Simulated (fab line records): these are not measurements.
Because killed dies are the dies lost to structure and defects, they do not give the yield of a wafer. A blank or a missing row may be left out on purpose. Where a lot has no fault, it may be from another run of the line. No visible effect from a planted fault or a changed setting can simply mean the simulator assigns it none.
Chamber matching / flow n5_finfet / N5_GATE_CUT_PECVD_57 on pecvd-01 has 3 sister chambers
The step deposits SiNx from SiH4/NH3/N2, target thk 21 nm. 3 wafers are shown with their chamber, then 11 later ones without.

WAFERS, EACH WITH ITS CHAMBER
wafer=L089.2; chamber=2; throttle_valve_pct (%)=42.8
wafer=L094.3; chamber=0; throttle_valve_pct (%)=38.9
wafer=L095.1; chamber=1; throttle_valve_pct (%)=37.1

WAFERS MISSING THEIR CHAMBER
wafer=L095.3; throttle_valve_pct (%)=38.7
wafer=L095.4; throttle_valve_pct (%)=37.0
wafer=L096.1; throttle_valve_pct (%)=37.0
wafer=L096.3; throttle_valve_pct (%)=38.7
wafer=L096.4; throttle_valve_pct (%)=37.3
wafer=L097.1; throttle_valve_pct (%)=37.1
wafer=L097.2; throttle_valve_pct (%)=38.7
wafer=L097.3; throttle_valve_pct (%)=38.8
wafer=L097.4; throttle_valve_pct (%)=37.2
wafer=L097.5; throttle_valve_pct (%)=38.9
wafer=L097.6; throttle_valve_pct (%)=37.2

WHICH CHAMBER EACH ONE RAN IN
wafer=L095.3; from the rows above=0; in truth=0
wafer=L095.4; from the rows above=1; in truth=1
wafer=L096.1; from the rows above=1; in truth=1
wafer=L096.3; from the rows above=0; in truth=0
wafer=L096.4; from the rows above=1; in truth=1
wafer=L097.1; from the rows above=1; in truth=1
wafer=L097.2; from the rows above=0; in truth=0
wafer=L097.3; from the rows above=0; in truth=0
wafer=L097.4; from the rows above=1; in truth=1
wafer=L097.5; from the rows above=0; in truth=0
wafer=L097.6; from the rows above=1; in truth=1
Correctly placed: 11 of 11. Number that these rows cannot place: 0. Number placed wrongly: 0.
How it was worked out, from the rows above alone: a wafer's distance from a chamber is the root of the sum, over the readings, of the square of ((its reading less the chamber's mean) divided by the reading's scatter). If the next closest chamber is less than 2 further off than the closest, the wafer can't be placed; otherwise it belongs to the closest. The mean given for a chamber averages the wafers shown for that chamber. The scatter (one wafer shown for each chamber): square how far every hidden wafer sits from the nearest shown wafer, average those squares and take the square root.
